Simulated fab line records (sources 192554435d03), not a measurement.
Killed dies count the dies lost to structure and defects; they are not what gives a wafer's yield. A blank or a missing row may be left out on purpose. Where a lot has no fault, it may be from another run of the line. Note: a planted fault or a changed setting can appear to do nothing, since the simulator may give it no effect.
Chamber matching    flow n5-finfet    N5_BEOL_M3_ETCH_64 on rie-diel-03: 4 sister chambers
The step etches SOC in N2/H2, target depth 75 nm, overetch 15 nm, time 112.5 s. 14 wafers are shown with their chamber, then 7 later ones without.

== WAFERS WITH THEIR CHAMBER ==
wafer   chamber  showerhead-plenum-p-Torr (Torr)  throttle-valve-pct (%)  drypump-motor-current-A (A)
L996.1  0        2.58                             18.02                   6.1
L996.3  2        2.57                             17.60                   5.8
L996.6  2        2.57                             17.61                   5.8
L100.1  3        2.70                             17.59                   6.6
L100.3  1        2.52                             17.77                   6.6
L100.5  2        2.57                             17.64                   5.8
L103.1  0        2.58                             18.01                   6.0
L103.5  3        2.69                             17.61                   6.5
L103.6  0        2.58                             18.03                   6.1
L105.1  3        2.69                             17.62                   6.5
L105.3  2        2.56                             17.65                   5.8
L105.5  3        2.69                             17.62                   6.5
L107.2  1        2.52                             17.77                   6.6
L107.5  2        2.56                             17.65                   5.8

SIGNATURES (averages over the wafers above)
reading                   chamber 0  chamber 1  chamber 2  chamber 3  scatter within a chamber
showerhead-plenum-p-Torr  2.5800     2.5200     2.5660     2.6925     0.00442
throttle-valve-pct        18.0200    17.7700    17.6300    17.6100    0.0173
drypump-motor-current-A   6.067      6.600      5.800      6.525      0.0376
Rule: for each reading, subtract the chamber's mean from the wafer's reading, divide by that reading's scatter and square the result; add these up over the readings and take the root, which gives the wafer's distance from the chamber. The wafer belongs to the nearest chamber; if the next one is less than 2 further off, it can't be placed. The scatter: the root of (the sum of the squares of (reading less its chamber's mean) over the shown wafers, divided by (wafers less chambers)).

== WAFERS WITH NO CHAMBER GIVEN ==
wafer   showerhead-plenum-p-Torr (Torr)  throttle-valve-pct (%)  drypump-motor-current-A (A)
L107.6  2.52                             17.75                   6.6
L116.4  2.55                             17.69                   5.8
L116.5  2.55                             17.68                   5.8
L116.6  2.51                             17.81                   6.6
L117.2  2.55                             17.67                   5.8
L117.3  2.57                             18.08                   6.0
L117.6  2.68                             17.65                   6.5

== CHAMBER TAKEN BY EACH ==
wafer   from the rows above  in truth
L107.6  1                    1
L116.4  2                    2
L116.5  2                    2
L116.6  1                    1
L117.2  2                    2
L117.3  0                    0
L117.6  3                    3
7 of 7 placed correctly. Can't be placed from these rows: 0. Placed wrongly: 0.
